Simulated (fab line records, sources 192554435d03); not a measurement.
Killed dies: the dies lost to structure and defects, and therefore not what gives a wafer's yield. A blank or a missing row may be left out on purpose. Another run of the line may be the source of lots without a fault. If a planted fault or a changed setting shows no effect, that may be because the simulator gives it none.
Chamber matching || flow n5Finfet || N5_BEOL_M0_CUTY_ETCH_62 on rieDiel-05 has 4 sister chambers
The step etches SiARC in CF4, time 58.5 s. 8 wafers are shown with their chamber, then 10 later ones without.

== WAFERS, EACH WITH ITS CHAMBER ==
{"wafer": "L080.2", "chamber": 0, "showerheadPlenumPTorr (Torr)": 2.22, "drypumpMotorCurrentA (A)": 5.5}
{"wafer": "L087.1", "chamber": 3, "showerheadPlenumPTorr (Torr)": 2.20, "drypumpMotorCurrentA (A)": 6.3}
{"wafer": "L087.5", "chamber": 1, "showerheadPlenumPTorr (Torr)": 1.99, "drypumpMotorCurrentA (A)": 5.4}
{"wafer": "L088.1", "chamber": 2, "showerheadPlenumPTorr (Torr)": 2.28, "drypumpMotorCurrentA (A)": 5.8}
{"wafer": "L088.2", "chamber": 0, "showerheadPlenumPTorr (Torr)": 2.21, "drypumpMotorCurrentA (A)": 5.6}
{"wafer": "L088.5", "chamber": 1, "showerheadPlenumPTorr (Torr)": 1.99, "drypumpMotorCurrentA (A)": 5.4}
{"wafer": "L089.1", "chamber": 2, "showerheadPlenumPTorr (Torr)": 2.28, "drypumpMotorCurrentA (A)": 5.8}
{"wafer": "L089.2", "chamber": 3, "showerheadPlenumPTorr (Torr)": 2.20, "drypumpMotorCurrentA (A)": 6.3}

== WAFERS WITH NO CHAMBER GIVEN ==
{"wafer": "L089.5", "showerheadPlenumPTorr (Torr)": 2.28, "drypumpMotorCurrentA (A)": 5.8}
{"wafer": "L091.3", "showerheadPlenumPTorr (Torr)": 2.28, "drypumpMotorCurrentA (A)": 5.8}
{"wafer": "L091.4", "showerheadPlenumPTorr (Torr)": 2.19, "drypumpMotorCurrentA (A)": 6.3}
{"wafer": "L091.5", "showerheadPlenumPTorr (Torr)": 2.28, "drypumpMotorCurrentA (A)": 5.8}
{"wafer": "L094.1", "showerheadPlenumPTorr (Torr)": 2.27, "drypumpMotorCurrentA (A)": 5.8}
{"wafer": "L094.2", "showerheadPlenumPTorr (Torr)": 2.21, "drypumpMotorCurrentA (A)": 5.5}
{"wafer": "L094.4", "showerheadPlenumPTorr (Torr)": 2.27, "drypumpMotorCurrentA (A)": 5.8}
{"wafer": "L097.2", "showerheadPlenumPTorr (Torr)": 2.19, "drypumpMotorCurrentA (A)": 6.3}
{"wafer": "L097.4", "showerheadPlenumPTorr (Torr)": 2.21, "drypumpMotorCurrentA (A)": 5.5}
{"wafer": "L097.6", "showerheadPlenumPTorr (Torr)": 1.98, "drypumpMotorCurrentA (A)": 5.4}

== THE CHAMBER EACH PASSED THROUGH ==
{"wafer": "L089.5", "from the rows above": 2, "in truth": 2}
{"wafer": "L091.3", "from the rows above": 2, "in truth": 2}
{"wafer": "L091.4", "from the rows above": 3, "in truth": 3}
{"wafer": "L091.5", "from the rows above": 2, "in truth": 2}
{"wafer": "L094.1", "from the rows above": 2, "in truth": 2}
{"wafer": "L094.2", "from the rows above": 0, "in truth": 0}
{"wafer": "L094.4", "from the rows above": 2, "in truth": 2}
{"wafer": "L097.2", "from the rows above": 3, "in truth": 3}
{"wafer": "L097.4", "from the rows above": 0, "in truth": 0}
{"wafer": "L097.6", "from the rows above": 1, "in truth": 1}
Placed correctly: 10 of 10. From these rows, 0 cannot be placed. 0 placed wrongly.
How it was worked out, from the rows above alone: a wafer's distance from a chamber is the root of the sum, over the readings, of the square of ((its reading less the chamber's mean) divided by the reading's scatter). If the next closest chamber is less than 2 further off than the closest, the wafer can't be placed; otherwise it belongs to the closest. The mean given for a chamber averages the wafers shown for that chamber. How the scatter is found: for the shown wafers, subtract from each reading the mean of its chamber, square and add these, divide the total by (wafers less chambers), then take the root.
